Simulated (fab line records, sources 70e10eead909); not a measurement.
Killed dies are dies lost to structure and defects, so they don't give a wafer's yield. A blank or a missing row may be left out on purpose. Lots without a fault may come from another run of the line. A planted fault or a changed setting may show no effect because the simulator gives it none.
Chamber matching | flow nand_harc | NHARC_THIN_TSV_DESCUM_14 on rie_diel-11: 4 sister chambers
The step chemistry O2, time 3 s. 7 wafers are shown with their chamber, then 7 later ones without.

WAFERS WITH THEIR CHAMBER
wafer  | chamber | showerhead_plenum_p_Torr (Torr) | oes_product_au (a.u.)
L983.2 | 1       | 2.01                            | 1.011
L987.6 | 0       | 1.87                            | 0.983
L986.2 | 2       | 1.94                            | 1.005
L986.4 | 3       | 2.00                            | 0.994
L986.5 | 3       | 2.01                            | 0.998
L999.2 | 2       | 1.94                            | 0.979
L999.4 | 0       | 1.87                            | 1.010

WAFERS WITHOUT THEIR CHAMBER
wafer  | showerhead_plenum_p_Torr (Torr) | oes_product_au (a.u.)
L999.5 | 1.87                            | 0.997
L103.1 | 1.87                            | 1.005
L103.2 | 2.00                            | 1.019
L103.3 | 2.01                            | 1.014
L106.1 | 2.00                            | 1.012
L106.3 | 1.87                            | 1.011
L106.5 | 2.01                            | 1.019

WHICH CHAMBER EACH WENT THROUGH
wafer  | from the rows above     | in truth
L999.5 | 0                       | 0
L103.1 | 0                       | 0
L103.2 | can't be placed: 3 or 1 | 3
L103.3 | can't be placed: 1 or 3 | 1
L106.1 | can't be placed: 3 or 1 | 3
L106.3 | 0                       | 0
L106.5 | can't be placed: 1 or 3 | 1
Placed correctly: 3 of 7. Can't be placed from these rows: 4 (the true chamber is among the candidates in 4). Placed wrongly: 0.
How it was worked out, from the rows above alone: a wafer's distance from a chamber is the root of the sum, over the readings, of the square of ((its reading less the chamber's mean) divided by the reading's scatter). The wafer belongs to the nearest chamber; if the next one is less than 2 further off, it can't be placed. A chamber's mean is the mean of its shown wafers. The scatter: the root of (the sum of the squares of (reading less its chamber's mean) over the shown wafers, divided by (wafers less chambers)).
